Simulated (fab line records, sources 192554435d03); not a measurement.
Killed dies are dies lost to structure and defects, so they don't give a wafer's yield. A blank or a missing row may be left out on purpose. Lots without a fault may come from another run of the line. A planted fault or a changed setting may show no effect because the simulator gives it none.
Split-lot experiment | flow n5_finfet | 7 lots, 21 wafers read, on a route of 1938 steps

THE SPLIT
At N5_BEOL_M5_DESCUM_16 (chemistry O2, time 7 s), the setting time_s was moved away from the recipe's 7 s on 7 of the 21 wafers read, by -21.1% to +20.0%. The other wafers ran this setting at the recipe's value.

The reading is taken at the split's own step.

THE READING
CAR-EUV_of_BEOL_M5_COAT_05.thk_nm (the simulator's own value, which no gauge read), in nm, at N5_BEOL_M5_DESCUM_16 (chemistry O2, time 7 s). The file gives no usual value for it. The 14 wafers here that ran the recipe average 26.0 nm, standard deviation 0.091 nm.

wafer  | tool, chamber at the split | time_s as run, s | against the recipe | CAR-EUV_of_BEOL_M5_COAT_05.thk_nm, nm | against lot-mates on the recipe
L077.4 | rie_diel-05, 2             | 7                | recipe             | 26.2                                  | -
L077.5 | rie_diel-05, 3,0           | 7                | recipe             | 26                                    | -
L077.6 | rie_diel-05, 3,0           | 7                | recipe             | 26                                    | -
L076.3 | rie_diel-01, 1             | 7                | recipe             | 26.2                                  | -
L076.4 | rie_diel-01, 0,3           | 7                | recipe             | 26                                    | -
L076.5 | rie_diel-01, 0,3           | 7                | recipe             | 26                                    | -
L083.1 | rie_diel-01, 2,3           | 7.937            | +13.4%             | 25.6                                  | -0.4
L083.5 | rie_diel-01, 2,3           | 7.937            | +13.4%             | 25.6                                  | -0.4
L083.6 | rie_diel-01, 2             | 7                | recipe             | 26                                    | -
L085.1 | rie_diel-01, 3,0,1         | 7                | recipe             | 26                                    | -
L085.2 | rie_diel-01, 3,0,1         | 7                | recipe             | 26                                    | -
L085.4 | rie_diel-01, 3,0,1         | 7                | recipe             | 26                                    | -
L088.1 | rie_diel-01, 1             | 5.525            | -21.1%             | 26.8                                  | +1.0
L088.2 | rie_diel-01, 0             | 5.525            | -21.1%             | 26.6                                  | +0.8
L088.3 | rie_diel-01, 2             | 7                | recipe             | 25.8                                  | -
L090.1 | rie_diel-06, 0             | 8.402            | +20.0%             | 25.4                                  | -0.6
L090.2 | rie_diel-06, 3,2           | 7                | recipe             | 26                                    | -
L090.3 | rie_diel-06, 3,2           | 7                | recipe             | 26                                    | -
L092.1 | rie_diel-01, 3             | 6.094            | -12.9%             | 26.4                                  | +0.4
L092.6 | rie_diel-01, 3             | 6.094            | -12.9%             | 26.4                                  | +0.4
L092.2 | rie_diel-01, 1             | 7                | recipe             | 26                                    | -
Where a row lists several chambers, the file gives one row for several wafers and doesn't say which wafer went through which chamber.

THE FIT
A straight line over all 21 wafers: CAR-EUV_of_BEOL_M5_COAT_05.thk_nm changes by -0.0314 nm for each +1% of time_s; r = -0.97; the points scatter about the line by 0.086 nm.
The same after taking each lot's own level away (the mean of its wafers on the recipe; 21 wafers): -0.0356 nm for each +1%; r = -0.97; scatter 0.086 nm.
On that fit, the largest move of time_s shifts the reading by 0.75 nm.
The lots' own levels span 25.80 to 26.07 nm, that is 2.9 times the standard deviation above.
So the lot-to-lot level changes the slope: the two fits differ.
Check: with one of the wafers moved furthest among these (-21.1%) left out of the fit, the line predicts +0.694 nm for it against its lot-mates. It came out at +1 nm against them.

OTHER SPLITS ON THESE WAFERS
These wafers also went through other splits before the reading. Each is held against what the fit with the lots' levels taken away leaves over:
other split on the same wafers | wafers away from the commonest value | r with CAR-EUV_of_BEOL_M5_COAT_05.thk_nm (lot level and that fit taken away)
N5_BEOL_M1_DESCUM_33 time_s    | 10                                   | -0.33
N5_BEOL_M2_ILD_DEP_00 time_s   | 10                                   | +0.00
N5_BEOL_M2_COAT_62 spin_rpm    | 6                                    | -0.06
N5_BEOL_M4_COAT_76 spin_rpm    | 10                                   | +0.00
N5_BEOL_M4_DESCUM_33 time_s    | 6                                    | +0.03
N5_BEOL_M5_COAT_59 spin_rpm    | 2                                    | -0.21

THE FILE'S OWN FIT
CAR-EUV_of_BEOL_M5_COAT_05.thk_nm changes by -0.0348 nm for each +1% of time_s, r = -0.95.
